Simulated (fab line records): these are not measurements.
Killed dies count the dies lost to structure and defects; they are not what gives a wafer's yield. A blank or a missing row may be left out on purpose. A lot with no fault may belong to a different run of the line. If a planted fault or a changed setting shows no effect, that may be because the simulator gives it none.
A struck lot beside a sound one + flow nand harc + 13 out of 1302 route steps
Sound: the wafers L914.3, L914.4, L914.6. Struck: wafer L902.5 (left out: L902.6, a lot-mate that was not struck); the cause follows at the end.
Per side, at each step with rows, come the tool, then ch with its chambers, and then its first start. Under that, the readings that differ: sound wafers + struck wafers + difference of the means + sigmas: that difference in standard deviations of wafers without a fault.
alike: words and numbers the same on both sides, and readings whose means are apart by under 2 such deviations; not compared: readings that were withheld, readings missing a value for some wafer, numbers with overlapping values and no deviation given by the record, and bounds like >300 which may hide the same value.
Wherever a step has rows on one side only, a row that says differs or no value, or a row with sigmas, the two part there. Numbers that don't overlap but have no deviation are shown without sigmas and don't part them. Lack of a reading on every wafer of one side parts them only where that side has two or more wafers.

first, 6 steps without rows for these wafers: NHARC_A_STAIRCASE_SOFTBAKE_284 (time 170 s); NHARC_A_STAIRCASE_EBR_285; NHARC_A_STAIRCASE_EXPOSE_286 (exposes mask CHOP 100); NHARC_A_STAIRCASE_PEB_287 (peb time 130 s); NHARC_A_STAIRCASE_DEVELOP_288 (time 140 s); NHARC_A_STAIRCASE_HARDBAKE_290 (time 140 s).
NHARC_A_STAIRCASE_DESCUM_291: chemistry O2, time 3 s.
  sound on rie diel-05 ch 0,1,2, day 25 21:38; struck on rie diel-11 ch 0, day 20 20:21
  alike: drypump motor current A, oes product au, rf vpp V, showerhead plenum p Torr, throttle valve pct
  not compared: rf hours counter h
NHARC_A_STAIRCASE_ETCH_292: etches the open film in CF4/CHF3.
  sound on rie diel-05 ch 0,1,2, day 25 21:43; struck on rie diel-11 ch 1, day 20 20:26
| reading                     | sound             | struck | difference | sigmas |
|-----------------------------|-------------------|--------|------------|--------|
| drypump motor current A (A) | 6.1 6.7 6.1       | 5.5    | -0.8       | -2     |
| oes product au (a.u.)       | 0.966 0.982 0.951 | 0.900  | -0.066     | -3     |
  alike: bias w, rf fwd power W, rf vpp V, showerhead plenum p Torr, throttle valve pct
  not compared: rf hours counter h
NHARC_A_STAIRCASE_HM_OPEN_460: chemistry O2/COS.
  sound: rie diel-05 ch 2,3; struck: rie diel-11 ch 0
| reading                | sound                | struck | difference | sigmas |
|------------------------|----------------------|--------|------------|--------|
| throttle valve pct (%) | 28.350 28.331 28.331 | 28.319 | -0.018     | -2     |
  alike: bias w, drypump motor current A, oes product au, rf fwd power W, rf vpp V, showerhead plenum p Torr
  not compared: rf hours counter h
then, 1 step without rows for these wafers: NHARC_A_STAIRCASE_STRIP_461 (strips in O2/COS).
NHARC_A_STAIRCASE_ETCH_452: etches the open film in CF4/O2, target depth 30 nm, overetch 3 nm, time 16.5 s.
  sound: rie diel-05 ch 0,1,2; struck: rie diel-11 ch 1
| reading                     | sound             | struck | difference | sigmas |
|-----------------------------|-------------------|--------|------------|--------|
| drypump motor current A (A) | 6.1 6.6 6.1       | 5.5    | -0.8       | -2     |
| oes product au (a.u.)       | 1.000 1.011 0.999 | 0.967  | -0.036     | -2     |
  alike: bias w, rf fwd power W, rf vpp V, run length s, showerhead plenum p Torr, throttle valve pct
  not compared: rf hours counter h
NHARC_A_STAIRCASE_ETCH_294: etches the open film in C4F8/O2/Ar, target depth 4989 nm, time 1211.6 s.
  sound on rie diel-05 ch 0,2,3, day 25 22:24; struck on rie diel-11 ch 3, day 20 21:16
| reading          | sound                | struck | difference | sigmas      |
|------------------|----------------------|--------|------------|-------------|
| run length s (s) | 1232.7 1233.9 1233.4 | 1307.6 | +74.3      | +99 or more |
  alike: bias w, oes product au, rf fwd power W, rf vpp V
  not compared: rf hours counter h
NHARC_A_STAIRCASE_STRIP_295: strips in O2.
  sound: rie diel-05 ch 2,3; struck: rie diel-11 ch 0
  alike: drypump motor current A, oes product au, rf vpp V, showerhead plenum p Torr, throttle valve pct
  not compared: rf hours counter h

== WHERE THEY PART ==
First at NHARC_A_STAIRCASE_ETCH_292; last, within this record, at NHARC_A_STAIRCASE_ETCH_294. Later steps at which nothing parts them and some readings are alike: NHARC_A_STAIRCASE_STRIP_295.

WHY: what the simulator had put in
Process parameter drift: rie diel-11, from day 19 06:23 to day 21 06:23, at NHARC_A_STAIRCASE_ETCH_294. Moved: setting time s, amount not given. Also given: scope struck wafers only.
